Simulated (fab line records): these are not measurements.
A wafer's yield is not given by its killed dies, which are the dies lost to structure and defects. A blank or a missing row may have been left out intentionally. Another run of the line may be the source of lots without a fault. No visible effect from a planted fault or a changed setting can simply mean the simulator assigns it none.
Chamber matching || flow n5Finfet || N5_BEOL_M6_ALD_77 on aldMetal-02: 4 sister chambers
The step deposits TaN, target thk 2 nm, pulse time 2 s, purge time 3 s. 15 wafers are shown with their chamber, then 7 later ones without.

EACH WAFER AND ITS CHAMBER
{"wafer": "L893.3", "chamber": 1, "heaterPowerW (W)": 390}
{"wafer": "L893.5", "chamber": 2, "heaterPowerW (W)": 378}
{"wafer": "L896.3", "chamber": 1, "heaterPowerW (W)": 382}
{"wafer": "L896.5", "chamber": 3, "heaterPowerW (W)": 431}
{"wafer": "L896.6", "chamber": 0, "heaterPowerW (W)": 470}
{"wafer": "L897.1", "chamber": 1, "heaterPowerW (W)": 381}
{"wafer": "L897.4", "chamber": 0, "heaterPowerW (W)": 462}
{"wafer": "L897.6", "chamber": 2, "heaterPowerW (W)": 366}
{"wafer": "L899.1", "chamber": 2, "heaterPowerW (W)": 368}
{"wafer": "L899.2", "chamber": 1, "heaterPowerW (W)": 386}
{"wafer": "L899.3", "chamber": 0, "heaterPowerW (W)": 452}
{"wafer": "L901.2", "chamber": 1, "heaterPowerW (W)": 377}
{"wafer": "L901.5", "chamber": 1, "heaterPowerW (W)": 384}
{"wafer": "L901.6", "chamber": 3, "heaterPowerW (W)": 411}
{"wafer": "L904.1", "chamber": 1, "heaterPowerW (W)": 380}

SIGNATURES (means of the wafers above)
{"reading": "heaterPowerW", "chamber 0": 461.33, "chamber 1": 382.86, "chamber 2": 370.67, "chamber 3": 421.00, "scatter within a chamber": 7.1}
Rule: a wafer lies at a distance from a chamber equal to the root of the sum of squares, over the readings, of (its reading less the chamber's mean, divided by the reading's scatter). If the next closest chamber is less than 2 further off than the closest, the wafer can't be placed; otherwise it belongs to the closest. The scatter is the square root of a quotient: the sum, over the shown wafers, of each reading's squared deviation from its chamber's mean, divided by wafers minus chambers.

WAFERS WHOSE CHAMBER IS MISSING
{"wafer": "L904.4", "heaterPowerW (W)": 468}
{"wafer": "L913.2", "heaterPowerW (W)": 435}
{"wafer": "L913.3", "heaterPowerW (W)": 369}
{"wafer": "L913.5", "heaterPowerW (W)": 460}
{"wafer": "L915.2", "heaterPowerW (W)": 459}
{"wafer": "L915.3", "heaterPowerW (W)": 376}
{"wafer": "L915.6", "heaterPowerW (W)": 381}

THE CHAMBER EACH PASSED THROUGH
{"wafer": "L904.4", "from the rows above": 0, "in truth": 0}
{"wafer": "L913.2", "from the rows above": "can't be placed: 3 or 0", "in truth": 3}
{"wafer": "L913.3", "from the rows above": "can't be placed: 2 or 1", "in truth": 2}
{"wafer": "L913.5", "from the rows above": 0, "in truth": 0}
{"wafer": "L915.2", "from the rows above": 0, "in truth": 0}
{"wafer": "L915.3", "from the rows above": "can't be placed: 2 or 1", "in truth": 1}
{"wafer": "L915.6", "from the rows above": "can't be placed: 1 or 2", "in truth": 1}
Placed correctly: 3 of 7. From these rows, 4 cannot be placed; in 4 the true chamber is one of the candidates. Number placed wrongly: 0.
